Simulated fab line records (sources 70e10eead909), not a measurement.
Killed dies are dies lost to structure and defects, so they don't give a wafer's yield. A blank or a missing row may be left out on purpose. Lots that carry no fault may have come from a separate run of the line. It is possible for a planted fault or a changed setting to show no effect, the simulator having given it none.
A single fault, viewed from 2 desks -- flow nand harc -- every desk sees just its own numbers, and what lay behind them comes last

## AT THE TOOL OWNER'S DESK: rie diel-08
The tool's own readings at NHARC_P_BONDPAD_ETCH_24 (etches the open film in CF4/N2, target depth 30 nm, time 72.99 s): means of the sampled wafers that have a number, for each lot that ran on this tool. Marked OUT: a lot whose mean sits more than 4 standard deviations from the usual mean, which makes it out of limits; the brackets give that distance.
Columns: A = drypump motor current A at NHARC_P_BONDPAD_ETCH_24, usual 5.7 A; B = oes product au at NHARC_P_BONDPAD_ETCH_24, usual 1.003 a.u.; C = rf vpp V at NHARC_P_BONDPAD_ETCH_24, usual 313.5 V; D = showerhead plenum p Torr at NHARC_P_BONDPAD_ETCH_24, usual 2.59 Torr; E = throttle valve pct at NHARC_P_BONDPAD_ETCH_24, usual 19.794 %
lot,first seen here,A,B,C,D,E
L679,day 6 23:48,5.2,1.010,314.2,2.58,19.801
L688,day 11 04:41,5.6,1.007,314.5,2.68,19.796
L689,day 11 15:30,5.4,1.006,314.8,2.61,19.799
L690,day 11 20:58,5.4,1.005,314.1,2.63,19.793
L692,day 12 12:55,5.6,1.009,313.1,2.53,19.798
L693,day 12 18:41,5.6,1.005,313.2,2.59,19.792
This desk's verdict: no lot among the 6 shows anything out of limits.

## METROLOGY DESK
Lot by lot, what the gauges showed, no matter which tool ran the lot: averages of those sampled wafers that carry a number. Marked OUT: a lot whose mean sits more than 4 standard deviations from the usual mean, which makes it out of limits; the brackets give that distance.
Columns: A = cd nm at NHARC_THIN_TSV_CD_MEAS_12, usual 998.4 nm
lot,first seen here,A
L679,day 24 10:07,999.8
L681,day 25 04:13,995.9
L682,day 25 05:26,995.6
L684,day 25 19:31,998.1
L685,day 27 08:21,997.3
L686,day 27 09:31,995.8
L688,day 28 09:55,997.4
L689,day 28 11:10,1000.1
L690,day 28 17:13,998.6
L692,day 29 10:32,1000.6
L693,day 29 15:58,999.2
L701,day 33 17:31,998.0
This desk's verdict: no lot among the 12 shows anything out of limits.

## BROUGHT TOGETHER
Nothing out of limits was seen by the tool owner's desk.
The metrology desk saw nothing out of limits.

## WHAT THE SIMULATOR PUT IN
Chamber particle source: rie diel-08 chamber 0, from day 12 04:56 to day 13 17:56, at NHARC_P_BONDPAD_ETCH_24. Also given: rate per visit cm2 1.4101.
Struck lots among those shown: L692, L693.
